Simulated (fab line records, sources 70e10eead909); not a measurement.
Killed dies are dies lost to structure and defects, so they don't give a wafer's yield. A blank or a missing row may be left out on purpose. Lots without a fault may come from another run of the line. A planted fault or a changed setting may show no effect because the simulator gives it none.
Which tool did it? | flow nand_harc | 11 lots, 33 wafers sampled, at 6 steps of a route of 1302

WHAT THE GAUGES READ, wafer by wafer
NHARC_P_ZERO_WELL_CD_MEAS_24: target cd 720 nm.
lot  | measured     | on        | cd_nm (nm)
L836 | day 1 23:14  | cd_sem-01 | 717.5 716.7 718.2
L837 | day 2 08:28  | cd_sem-02 | 718.7 719.6 719.7
L838 | day 2 18:32  | cd_sem-03 | 722.0 722.9 724.1
L840 | day 3 14:29  | cd_sem-02 | 722.2 719.4 718.7
L842 | day 4 10:38  | cd_sem-02 | 719.1 721.5 719.0
L845 | day 5 16:35  | cd_sem-01 | 717.9 719.0 717.2
L846 | day 6 02:36  | cd_sem-03 | 717.9 721.4 718.7
L847 | day 6 12:28  | cd_sem-03 | 719.8 722.9 723.2
L848 | day 6 22:28  | cd_sem-03 | 768.7 768.6 767.2
L856 | day 10 06:39 | cd_sem-03 | 766.0 766.8 766.6
L857 | day 10 16:44 | cd_sem-01 | 717.9 718.6 720.6

NHARC_END_SORT_01.
lot  | measured     | on        | killed_at_array | killed_at_other | killed_at_periphery | killed_dies | killed_open | killed_short
L845 | day 28 07:32 | prober-01 | 47 43 40        | 0 3 1           | 7 14 5              | 54 60 46    | 6 4 2       | 4 4 2
L848 | day 30 13:32 | prober-01 | 75 72 80        | 0 0 0           | 5 4 3               | 80 76 83    | 3 2 3       | 2 5 4
L856 | day 33 03:10 | prober-01 | 99 93 78        | 4 4 0           | 1 1 2               | 104 98 80   | 1 3 0       | 1 5 4

WHICH TOOL RAN EACH LOT (tool, then ch and the chambers of the sampled wafers, then the start)
lot  | NHARC_P_ZERO_WELL_EXPOSE_21       | NHARC_P_ZERO_WELL_DESCUM_39       | NHARC_P_ZERO_WELL_RTA_42         | NHARC_P_STI_ETCH_15
L836 | krf_scanner-04 ch 0, day 1 23:05  | rie_diel-03 ch 0,2, day 2 01:05   | rtp_anneal-02 ch 0, day 2 05:44  | rie_si-06 ch 0,1,2, day 3 02:04
L837 | krf_scanner-04 ch 0, day 2 08:18  | rie_diel-13 ch 1,2,3, day 2 10:16 | rtp_anneal-02 ch 0, day 2 12:51  | rie_si-02 ch 0,1,3, day 3 02:15
L838 | krf_scanner-04 ch 0, day 2 18:23  | rie_diel-11 ch 0,1, day 2 20:20   | rtp_anneal-02 ch 0, day 2 22:57  | rie_si-02 ch 0,1,2, day 3 17:13
L840 | krf_scanner-02 ch 0, day 3 14:20  | rie_diel-11 ch 0,1,3, day 3 16:10 | rtp_anneal-01 ch 0, day 3 18:52  | rie_si-03 ch 0,1,3, day 4 10:26
L842 | krf_scanner-02 ch 0, day 4 10:29  | rie_diel-13 ch 0,1,3, day 4 14:50 | rtp_anneal-02 ch 0, day 4 17:35  | rie_si-06 ch 0,1,2, day 5 09:22
L845 | krf_scanner-01 ch 0, day 5 16:26  | rie_diel-11 ch 0,1,2, day 5 18:25 | rtp_anneal-01 ch 0, day 5 21:07  | rie_si-02 ch 2,3, day 6 14:16
L846 | krf_scanner-02 ch 0, day 6 02:26  | rie_diel-03 ch 0,2, day 6 04:25   | rtp_anneal-02 ch 0, day 6 07:03  | rie_si-02 ch 2,3, day 7 03:30
L847 | krf_scanner-02 ch 0, day 6 12:19  | rie_diel-03 ch 0,2,3, day 6 14:09 | rtp_anneal-02 ch 0, day 6 16:38  | rie_si-02 ch 0,1,2, day 7 10:57
L848 | krf_scanner-02 ch 0, day 6 22:19  | rie_diel-03 ch 2,3, day 7 00:17   | rtp_anneal-02 ch 0, day 7 06:48  | rie_si-02 ch 1,2,3, day 7 23:28
L856 | krf_scanner-02 ch 0, day 10 06:29 | rie_diel-11 ch 0,3, day 10 08:33  | rtp_anneal-02 ch 0, day 10 11:12 | rie_si-02 ch 1,2,3, day 11 02:42
L857 | krf_scanner-01 ch 0, day 10 16:34 | rie_diel-03 ch 2,3, day 10 18:32  | rtp_anneal-02 ch 0, day 10 21:08 | rie_si-03 ch 1,2,3, day 11 14:11
- NHARC_P_ZERO_WELL_EXPOSE_21: exposes mask P NWELL, target cd 720 nm.
- NHARC_P_ZERO_WELL_DESCUM_39: chemistry O2, time 3 s.
- NHARC_P_ZERO_WELL_RTA_42: time 300 s.
- NHARC_P_STI_ETCH_15: etches the open film in HBr/Cl2, target depth 300 nm, time 100.1 s.

WHAT THE TOOLS THEMSELVES READ (means of the sampled wafers that have a number; where no wafer has one, the mark that the record gives instead)
NHARC_P_ZERO_WELL_EXPOSE_21.
lot  | tool           | exposure_dose_mJ_cm2
L836 | krf_scanner-04 | 22.325
L837 | krf_scanner-04 | 22.315
L838 | krf_scanner-04 | 22.300
L840 | krf_scanner-02 | 22.307
L842 | krf_scanner-02 | 22.321
L845 | krf_scanner-01 | 22.311
L846 | krf_scanner-02 | 22.314
L847 | krf_scanner-02 | 22.283
L848 | krf_scanner-02 | 29.321
L856 | krf_scanner-02 | 29.332
L857 | krf_scanner-01 | 22.310

NHARC_P_ZERO_WELL_DESCUM_39.
lot  | tool        | drypump_motor_current_A (A) | o2_flow_sccm (sccm) | oes_product_au (a.u.) | rf_vpp_V (V) | showerhead_plenum_p_Torr (Torr) | throttle_valve_pct (%)
L836 | rie_diel-03 | 5.9                         | 200.2               | 0.992                 | 58.1         | 1.96                            | 11.303
L837 | rie_diel-13 | 5.5                         | 199.9               | 0.992                 | 58.4         | 1.96                            | 11.309
L838 | rie_diel-11 | 5.7                         | 200.3               | 1.002                 | 58.5         | 1.97                            | 11.309
L840 | rie_diel-11 | 5.6                         | 200.3               | 0.999                 | 57.8         | 1.91                            | 11.305
L842 | rie_diel-13 | 5.6                         | 199.8               | 0.992                 | 58.0         | 1.94                            | 11.307
L845 | rie_diel-11 | 5.9                         | 200.3               | 0.992                 | 57.8         | 1.92                            | 11.317
L846 | rie_diel-03 | 5.9                         | 200.2               | 1.004                 | 57.5         | 1.91                            | 11.313
L847 | rie_diel-03 | 5.9                         | 200.1               | 0.995                 | 58.0         | 1.89                            | 11.323
L848 | rie_diel-03 | 5.9                         | 199.7               | 0.991                 | 58.0         | 1.88                            | 11.309
L856 | rie_diel-11 | 5.4                         | 200.5               | 1.001                 | 58.3         | 1.83                            | 11.317
L857 | rie_diel-03 | 5.9                         | 200.1               | 0.993                 | 57.6         | 1.87                            | 11.313

NHARC_P_ZERO_WELL_RTA_42.
lot  | tool          | anneal_temp_c_max | lamp_power_pct (%) | lamp_zone_2_pct (%) | wafer_temp_C_max
L836 | rtp_anneal-02 | 1103.5            | 31                 | 31                  | 1105.1
L837 | rtp_anneal-02 | 1103.5            | 31                 | 31                  | 1106.2
L838 | rtp_anneal-02 | 1104.0            | 31                 | 31                  | 1105.6
L840 | rtp_anneal-01 | 1101.5            | 39                 | 39                  | 1105.1
L842 | rtp_anneal-02 | 1103.4            | 31                 | 31                  | 1106.7
L845 | rtp_anneal-01 | 1103.1            | 39                 | 39                  | 1104.4
L846 | rtp_anneal-02 | 1103.6            | 31                 | 31                  | 1105.4
L847 | rtp_anneal-02 | 1102.9            | 31                 | 31                  | 1107.4
L848 | rtp_anneal-02 | 1104.6            | 31                 | 31                  | 1105.5
L856 | rtp_anneal-02 | 1103.7            | 31                 | 31                  | 1106.2
L857 | rtp_anneal-02 | 1103.5            | 31                 | 31                  | 1104.7

NHARC_P_STI_ETCH_15.
lot  | tool      | drypump_motor_current_A (A) | oes_product_au (a.u.) | throttle_valve_pct (%)
L836 | rie_si-06 | 6.1                         | 0.994                 | 26.405
L837 | rie_si-02 | 5.8                         | 1.003                 | 26.407
L838 | rie_si-02 | 5.9                         | 0.995                 | 26.397
L840 | rie_si-03 | 5.3                         | 1.000                 | 26.400
L842 | rie_si-06 | 6.0                         | 1.002                 | 26.414
L845 | rie_si-02 | 5.6                         | 1.001                 | 26.408
L846 | rie_si-02 | 5.7                         | 1.003                 | 26.400
L847 | rie_si-02 | 5.9                         | 1.001                 | 26.409
L848 | rie_si-02 | 5.8                         | 1.002                 | 26.400
L856 | rie_si-02 | 5.8                         | 0.998                 | 26.408
L857 | rie_si-03 | 5.2                         | 0.999                 | 26.403

THE ANSWER, worked out from the rows above alone
Rule: what is usual is taken from the lots themselves. Put in order of their means at a reading, lots are off if they are a third of the lots or fewer, leave a main group of 4 or more, and stand apart from it by a gap of 3 or more times the standard deviation of the main group's means; of several such gaps the widest counts. A main group whose means are all the same, to the digits that the tables above print for the reading, isn't used. A lot without any number at a reading at which 4 lots or more have one is off too. The other lots that the step has rows for count as sound. The gauges are gone through in route order, then the tools' own readings, and for those a lot's mean is taken as printed above. The first step at which some lot is off is used, and at that step the reading that is off furthest; a lot without a number counts as furthest.
Off: L848, L856, at NHARC_P_ZERO_WELL_CD_MEAS_24 (cd_nm). The main group: mean 719.8 nm, standard deviation 1.7.
A tool fits if, at a process step before that reading, it ran every lot that is off, and no sound lot after the first of them. The gauges at NHARC_P_ZERO_WELL_CD_MEAS_24 aren't tried: what is off there is off at NHARC_P_ZERO_WELL_EXPOSE_21 too, on other tools, and a gauge's error can't cause that. One fits: krf_scanner-02 at NHARC_P_ZERO_WELL_EXPOSE_21. Its last sound lot is L847 (day 6 12:19), its first lot that is off L848 (day 6 22:19): a fault that began between those two fits.
The tool's own readings at NHARC_P_ZERO_WELL_EXPOSE_21 bear it out: on the lots that are off they differ by more than 5 times the standard deviation of the sound lots' means. exposure_dose_mJ_cm2 reads 29.327 there against 22.310 on the sound lots.

WHAT THE SIMULATOR HAD PUT IN
Process parameter drift: krf_scanner-02, from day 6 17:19 on, at NHARC_P_ZERO_WELL_EXPOSE_21. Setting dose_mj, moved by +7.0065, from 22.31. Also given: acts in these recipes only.
Lots struck among those shown: L848, L856. The rule above found the same.
